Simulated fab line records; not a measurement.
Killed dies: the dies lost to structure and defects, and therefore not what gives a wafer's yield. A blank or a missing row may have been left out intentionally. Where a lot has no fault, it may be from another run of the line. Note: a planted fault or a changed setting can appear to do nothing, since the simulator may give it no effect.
Struck lot and sound lot, side by side | flow nand-harc | 13 out of 1302 route steps
Sound: wafers L737.2, L737.3, L737.4. The struck wafers were L745.1, L745.2, L745.4. At the end, the cause is stated.
At each step with rows: each side's tool, then ch and its chambers, then its first start. Under that, the readings that differ: sound wafers | struck wafers | difference of the means | sigmas: that difference in standard deviations of wafers without a fault.
alike: readings whose means differ by less than 2 such deviations, and words and numbers that are the same on both sides. not compared: withheld readings, readings that some wafer has no value for, bounds like >300 that may hide the same value, and numbers for which the record gives no deviation and whose values overlap.
A row with sigmas, a row that says differs or no value, or rows on one side alone: a step with any of these is where the two part. When numbers do not overlap yet have no deviation, they are printed without sigmas and do not part them. Lack of a reading on every wafer of one side parts them only where that side has two or more wafers.

first, 3 steps without rows for these wafers: NHARC_A_STAIRCASE_STRIP_296 (strips in SPM, time 900 s); NHARC_A_STAIRCASE_PRECLEAN_297 (cleans in SC1); NHARC_A_STAIRCASE_SRD_298.
NHARC_A_STAIRCASE_HM_DEP_462: deposits aC, target thk 800 nm.
  sound on acl-dep-03 ch 0, day 18 03:53; struck on acl-dep-01 ch 0, day 21 11:22
  alike: susceptor-temp-C, throttle-valve-pct
NHARC_A_STAIRCASE_DEP_301: deposits SiON, target thk 30 nm.
  sound on pecvd-01 ch 0,1, day 18 05:26; struck on pecvd-04 ch 0,1,2, day 21 13:16
  alike: heater-power-w, susceptor-temp-C
then, 6 steps without rows for these wafers: NHARC_A_STAIRCASE_DEHYDRATE_302 (time 120 s); NHARC_A_STAIRCASE_HMDS_303 (time 30 s); NHARC_A_STAIRCASE_COAT_304; NHARC_A_STAIRCASE_SOFTBAKE_305 (time 170 s); NHARC_A_STAIRCASE_EBR_306; NHARC_A_STAIRCASE_EXPOSE_307 (exposes mask CHOP 50).
NHARC_A_STAIRCASE_PEB_308: peb time 130 s.
  sound on litho-track-05 ch 0, day 18 06:06; struck on litho-track-05, day 21 13:55
  no value came back on the struck wafers for chill-plate-temp-C (C), exhaust-pa (Pa); on the sound wafers chill-plate-temp-C (C) reads 23.04 23.01 22.93
then, 1 step without rows for these wafers: NHARC_A_STAIRCASE_DEVELOP_309 (time 140 s).

WHERE THEY PART
Only at NHARC_A_STAIRCASE_PEB_308, as far as this record shows.

WHY: the cause the simulator had injected
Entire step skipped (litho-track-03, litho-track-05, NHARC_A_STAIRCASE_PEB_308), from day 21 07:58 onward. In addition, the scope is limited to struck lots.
